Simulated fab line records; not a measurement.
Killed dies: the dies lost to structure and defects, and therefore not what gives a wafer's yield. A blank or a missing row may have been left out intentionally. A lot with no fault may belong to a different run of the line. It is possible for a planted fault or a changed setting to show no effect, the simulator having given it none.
fab line records	flow n5Finfet
[record] lots = 7	wafers = 39
route steps=1938 shown HKMG_FIN@406 MOL_CONTACT_COAG@551
startH: the number of hours between the record's first day and the start of the first shown wafer of the lot	waitH: time in hours since the lot's previous step	" unchanged from the row above	L1.1+2: a row that stands for several wafers	- no value present, or no start provided	* or withheld: withheld	< > ~ a bound
route shown NAME@n: a module of which the file shows steps, and the number in the route of the first	usual: the fault-free wafers' mean and standard deviation	same: alike in all rows	chamber/n: place in a boat	sites: readings site by site	_std_site: their standard deviation	_edge_site: mean of outer sites minus mean of inner sites	radiusMm: how far each site lies from the wafer's centre	mask NAME#n: copy n	behind: tool/chamber where the wafer was last shaped	hold: the reason the lot was held/the length of the hold in hours/how it ended	device: the n, p or np transistor that did not switch	end of line: the route-end tests of the same wafers	step lacking rows: just its recipe	killed: dies lost to structure and defects at the first sort, not the wafer's yield	map: shows each die of a wafer: x if killed, . if not, _ if none is there
set.NAME: setting as actually run; set.NAME@STEP: the setting as run at that earlier step	model.NAME: the simulator's own value behind a step, which no gauge read
lots run with intentionally changed settings; tables by step, rows by wafer
[[steps]]
[step N5_HKMG_FIN_ETCH_58]
[recipe] chemistry = N2/H2	target = SOC	targetDepthA = 2158	ionEnergyEv = 50	biasW = 13	timeS = 741	pressureMtorr = 30	sourceW = 875	n2FlowSccm = 200	h2FlowSccm = 200
lot.wafer	tool	chamber	startH	waitH	set.targetDepthA	model.etch.depthNm	model.HKMG_FIN.featureDepthNm	model.SOC_of_HKMG_FIN_COAT_41.thkNm
L076.1	rieDiel-05	3	83.11	0.0	2070	200.8	200.8	101
L076.2	"	2	"	"	2070	205.7	205.6	96.2
L076.3	"	0	"	"	2158	213.1	213.2	88.6
L076.4	"	1	"	"	2158	214.4	214.4	86.6
L076.5	"	0	"	"	2158	213.5	213.4	88.2
L076.6	"	1	"	"	2070	203.6	203.6	97.4
L078.1	rieDiel-05	3	95.28	0.0	2329	230.1	230	70
L078.2	"	2	"	"	2158	216.4	216.4	83
L078.3	"	1	"	"	2158	215.7	215.8	84.8
L078.4	"	0	"	"	2329	232.4	232.4	67.4
L078.5	"	2	"	"	2158	215	215	84.6
L078.6	"	3	"	"	2329	227.8	227.8	72
L082.1	rieDiel-02	1	124.79	0.0	2158	208.1	208	91.6
L082.2	"	0	"	"	2158	212.6	212.6	87.6
L082.5	"	1	"	"	2158	205.9	205.8	94.4
L086.1	rieDiel-05	2	145.93	0.0	2327	231.7	231.8	69.2
L086.2	"	1	"	"	2158	213.5	213.4	88.2
L086.3	"	3	"	"	2158	212.6	212.6	89.6
L086.4	"	0	"	"	2327	230.5	230.6	70.8
L086.5	"	0	"	"	2158	213.5	213.4	87.4
L086.6	"	3	"	"	2327	228.5	228.6	73
L091.1	rieDiel-05	0	175.68	0.0	1938	193	193	108.6
L091.2	"	2	"	"	2158	217.1	217	84.2
L091.3	"	3	"	"	1938	190.3	190.2	111
L091.4	"	2	"	"	1938	194.1	194	105.6
L091.5	"	0	"	"	2158	216.7	216.8	83.2
L091.6	"	3	"	"	2158	212.3	212.2	88.6
L093.1	rieDiel-04	1	186.51	0.0	2383	238.3	238.4	62
L093.2	"	0	"	"	2158	214.3	214.2	86.2
L093.3	"	2	"	"	2158	221	221	79.2
L093.4	"	3	"	"	2158	220.8	220.8	80
L093.5	"	3	"	"	2383	243	243	57.4
L093.6	"	0	"	"	2383	238	238	62.8
L094.1	rieDiel-05	3	194.64	0.0	2158	210.1	210.2	89.2
L094.2	"	1	"	"	2158	222	222	78.4
L094.3	"	2	"	"	2158	214.5	214.6	84.6
L094.4	"	0	"	"	2158	211.9	212	88
L094.5	"	3	"	"	2158	210	210	90.6
L094.6	"	2	"	"	2158	212.8	212.8	86.8
[step N5_MOL_CONTACT_COAG_SPUTTER_130]
[recipe] material = Co	targetThkA = 475	tempC = 25	chamberPressurePa = 0.5	powerW = 3000
lot.wafer	tool	chamber	startH	waitH	set.targetThkA	model.Co_of_MOL_CONTACT_COAG_SPUTTER_130.thkNm
L076.1	pvdSputter-03	-	104.94	0.0	475	47.8
L076.2+6	"	-	"	"	475	47.4
L076.3+4	"	-	"	"	475	47.2
L076.5	"	-	"	"	475	47.6
L078.1+2+5	pvdSputter-02	-	116.43	0.0	475	48.4
L078.3+6	"	-	"	"	425.7	43
L078.4	"	-	"	"	425.7	43.4
L082.1	pvdSputter-01	-	146.46	0.0	475	46.8
L082.2	"	-	"	"	475	47.6
L082.5	"	-	"	"	475	47
L086.1+4	pvdSputter-03	-	167.80	0.0	475	47.6
L086.2	"	-	"	"	407.7	40.8
L086.3	"	-	"	"	475	49
L086.5	"	-	"	"	407.7	41.2
L086.6	"	-	"	"	407.7	42
L091.1	pvdSputter-03	-	199.89	0.0	475	48.6
L091.2	"	-	"	"	475	47.8
L091.3	"	-	"	"	475	48.2
L091.4+5	"	-	"	"	429.8	43.2
L091.6	"	-	"	"	429.8	43.4
L093.1+2+4	pvdSputter-02	-	210.01	0.0	475	47.8
L093.3	"	-	"	"	475	47.4
L093.5+6	"	-	"	"	475	47.6
L094.1+2+5	pvdSputter-02	-	220.23	0.0	475	48.4
L094.3	"	-	"	"	475	48.2
L094.4+6	"	-	"	"	475	47.4
[[key]]
[split] step = N5_HKMG_FIN_ETCH_58	setting = targetDepthA	stated = 2158	by = wafer
[response] step = N5_HKMG_FIN_ETCH_58	reading = model.etch.depthNm	change = +2.1	per = 1%	r = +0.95
[response] step = N5_HKMG_FIN_ETCH_58	reading = model.HKMG_FIN.featureDepthNm	change = +2.11	per = 1%	r = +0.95
[response] step = N5_HKMG_FIN_ETCH_58	reading = model.SOC_of_HKMG_FIN_COAT_41.thkNm	change = -2.11	per = 1%	r = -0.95
[split] step = N5_MOL_CONTACT_COAG_SPUTTER_130	setting = targetThkA	stated = 475	by = wafer
[response] step = N5_MOL_CONTACT_COAG_SPUTTER_130	reading = model.Co_of_MOL_CONTACT_COAG_SPUTTER_130.thkNm	change = +0.494	per = 1%	r = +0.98
